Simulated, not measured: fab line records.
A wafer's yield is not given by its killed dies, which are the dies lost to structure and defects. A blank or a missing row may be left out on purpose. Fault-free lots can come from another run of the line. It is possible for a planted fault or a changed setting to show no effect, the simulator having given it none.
A struck lot beside a sound one -- flow nand_harc -- 13 steps out of a route of 1302
Sound: these wafers, L329.4, L329.5, L329.6. Struck: wafers L343.5, L343.6. (L343.4 of the same lot was not struck and is left out.) The cause comes at the end.
At each step with rows: each side's tool, then ch and its chambers, then its first start. Under that, the readings that differ: sound wafers -- struck wafers -- difference of the means -- sigmas: that difference in standard deviations of wafers without a fault.
alike: a reading whose means differ by less than 2 such deviations, as well as words and numbers matching on both sides. not compared: withheld readings; readings where some wafer has no value; bounds like >300 that might hide an equal value; numbers whose values overlap and for which the record gives no deviation.
Wherever a step has rows on one side only, a row that says differs or no value, or a row with sigmas, the two part there. Numbers that don't overlap but have no deviation are shown without sigmas and don't part them. A reading missing from all wafers of one side parts the sides only when that side holds two or more wafers.

NHARC_A_STAIRCASE_ETCH_223: etches the open film in C4F8/O2, target depth 100 nm, time 40.5 s.
  sound: rie_diel-09 ch 2,3; struck: rie_diel-09 ch 0,3
  alike: oes_product_au, rf_vpp_V
  not compared: rf_hours_counter_h
then, 1 step without rows for these wafers: NHARC_A_STAIRCASE_TRIM_224 (chemistry O2, time 211.2 s).
NHARC_A_STAIRCASE_ETCH_225: etches the open film in C4F8/O2, target depth 100 nm, time 40.5 s.
  sound: rie_diel-09 ch 0,1; struck: rie_diel-09 ch 2,3
  alike: oes_product_au, rf_vpp_V
  not compared: rf_hours_counter_h
then, 5 steps without rows for these wafers: NHARC_A_STAIRCASE_TRIM_226 (chemistry O2, time 211.2 s); NHARC_A_STAIRCASE_ETCH_227 (etches the open film in C4F8/O2, target depth 100 nm, time 40.5 s); NHARC_A_STAIRCASE_TRIM_229 (chemistry O2, time 211.2 s); NHARC_A_STAIRCASE_ETCH_230 (etches the open film in C4F8/O2, target depth 100 nm, time 40.5 s); NHARC_A_STAIRCASE_TRIM_231 (chemistry O2, time 211.2 s).
NHARC_A_STAIRCASE_ETCH_232: etches the open film in C4F8/O2, target depth 100 nm, time 40.5 s.
  sound: rie_diel-09 ch 0,3; struck: rie_diel-09 ch 0,1
  alike: oes_product_au, rf_vpp_V
  not compared: rf_hours_counter_h
then, 1 step without rows for these wafers: NHARC_A_STAIRCASE_TRIM_233 (chemistry O2, time 211.2 s).
NHARC_A_STAIRCASE_ETCH_234: etches the open film in C4F8/O2, target depth 100 nm, time 40.5 s.
  sound: rie_diel-09 ch 0,1,3; struck: rie_diel-09 ch 2,3
  alike: oes_product_au, rf_vpp_V
  not compared: rf_hours_counter_h
NHARC_A_STAIRCASE_TRIM_235: chemistry O2, time 211.2 s.
  sound on rie_diel-09 ch 0,1,2, day 17 08:18; struck on rie_diel-09 ch 0,3, day 23 15:44
reading,sound,struck,difference,sigmas
run_length_s (s),232.4 232.3 231.9,292.1 291.1,+59.4,+99 or more
  alike: drypump_motor_current_A, mfc_ar_sccm, oes_product_au, rf_vpp_V, showerhead_plenum_p_Torr, throttle_valve_pct
  not compared: rf_hours_counter_h
NHARC_A_STAIRCASE_ETCH_236: etches the open film in C4F8/O2, target depth 100 nm, time 40.5 s.
  sound: rie_diel-09 ch 1,2,3; struck: rie_diel-09 ch 0,1
  alike: oes_product_au, rf_vpp_V
  not compared: rf_hours_counter_h

== WHERE THEY PART ==
Only at NHARC_A_STAIRCASE_TRIM_235, as far as this record shows. Later steps at which nothing parts them and some readings are alike: NHARC_A_STAIRCASE_ETCH_236.

WHY: what the simulator had put in
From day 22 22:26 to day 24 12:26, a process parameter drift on rie_diel-09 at NHARC_A_STAIRCASE_TRIM_235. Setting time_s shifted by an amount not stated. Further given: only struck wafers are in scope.
